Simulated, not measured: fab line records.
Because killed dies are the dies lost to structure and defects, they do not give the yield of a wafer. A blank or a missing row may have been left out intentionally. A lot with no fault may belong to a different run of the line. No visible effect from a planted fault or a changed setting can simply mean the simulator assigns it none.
The same fault as seen by 3 desks    flow n5_finfet    numbers are kept per desk, each desk with only its own; the story behind them comes last

## AT THE TOOL OWNER'S DESK: rie_diel-05
The tool's own readings at N5_BEOL_M0_SAQP_CUT_ETCH_46 (etches SOC in N2/H2, target depth 135 nm, overetch 27 nm, time 202.5 s): means of the sampled wafers that have a number, for each lot that ran on this tool. Any lot whose mean is over 4 standard deviations away from the usual mean is out of limits and marked OUT; that distance is given in the brackets.
Columns: A = drypump_motor_current_A at N5_BEOL_M0_SAQP_CUT_ETCH_46, usual 5.6 A; B = rf_vpp_V at N5_BEOL_M0_SAQP_CUT_ETCH_46, usual 523.3 V; C = showerhead_plenum_p_Torr at N5_BEOL_M0_SAQP_CUT_ETCH_46, usual 2.52 Torr; D = throttle_valve_pct at N5_BEOL_M0_SAQP_CUT_ETCH_46, usual 17.76 %
lot   first seen here  A    B      C     D
L781  day 5 16:05      5.7  523.6  2.55  17.92
L793  day 9 00:05      5.8  524.3  2.53  17.78
L795  day 9 07:10      5.7  523.0  2.49  17.59
This desk found nothing out of limits on any of the 3 lots.

## THE DEFECT DESK
Counts from the inspections along the route, per lot, as means over the sampled wafers that have a number. Any lot whose mean is over 4 standard deviations away from the usual mean is out of limits and marked OUT; that distance is given in the brackets.
Columns: A = raw_defect_count at N5_BEOL_M0_SAQP_INSPECT_42, usual 285
lot   first seen here  A
L781  day 5 15:58      238
L793  day 8 23:58      339
L795  day 9 06:39      337
L797  day 9 16:43      385
L801  day 10 16:29     402
L803  day 11 03:47     300
This desk found nothing out of limits on any of the 6 lots.

## THE METROLOGY DESK
Means of the sampled wafers that have a number, per lot and without regard to the tool the lot ran on: this is what the gauges read. Any lot whose mean is over 4 standard deviations away from the usual mean is out of limits and marked OUT; that distance is given in the brackets. It has 12 readings; the 7 that lie furthest out on some lot are the ones shown.
Columns: A = M0_CUT1_OVL at N5_BEOL_M0_SAQP_OVL_MEAS_41, usual -0.3 nm; B = DIBL_N at N5_BEOL_M4_RC_MEAS_101, usual 36.9 mV/V; C = IOFF_N at N5_BEOL_M4_RC_MEAS_101, usual 0.16 nA/um; D = IOFF_P at N5_BEOL_M4_RC_MEAS_101, usual 0.22 nA/um; E = ION_N at N5_BEOL_M4_RC_MEAS_101, usual 673 uA/um; F = ION_P at N5_BEOL_M4_RC_MEAS_101, usual 463 uA/um; G = VT_P at N5_BEOL_M4_RC_MEAS_101, usual -250 mV
lot   first seen here  A     B     C     D     E    F    G
L781  day 5 15:52      -0.8  37.8  0.20  0.26  677  465  -249
L793  day 8 23:52      -0.4  37.9  0.18  0.28  684  473  -243
L795  day 9 06:34      -0.2  37.7  0.18  0.25  691  476  -248
L797  day 9 16:37      0.1   35.2  0.14  0.20  668  461  -251
L801  day 10 16:24     -1.1  34.5  0.13  0.18  676  461  -255
L803  day 11 03:42     -0.1  37.7  0.16  0.22  673  466  -251
This desk found nothing out of limits on any of the 6 lots.

## BROUGHT TOGETHER
The desk of the tool owner found nothing out of limits.
No out-of-limits result turned up at the defect desk.
Nothing out of limits was seen by the metrology desk.

## WHAT THE SIMULATOR PUT IN
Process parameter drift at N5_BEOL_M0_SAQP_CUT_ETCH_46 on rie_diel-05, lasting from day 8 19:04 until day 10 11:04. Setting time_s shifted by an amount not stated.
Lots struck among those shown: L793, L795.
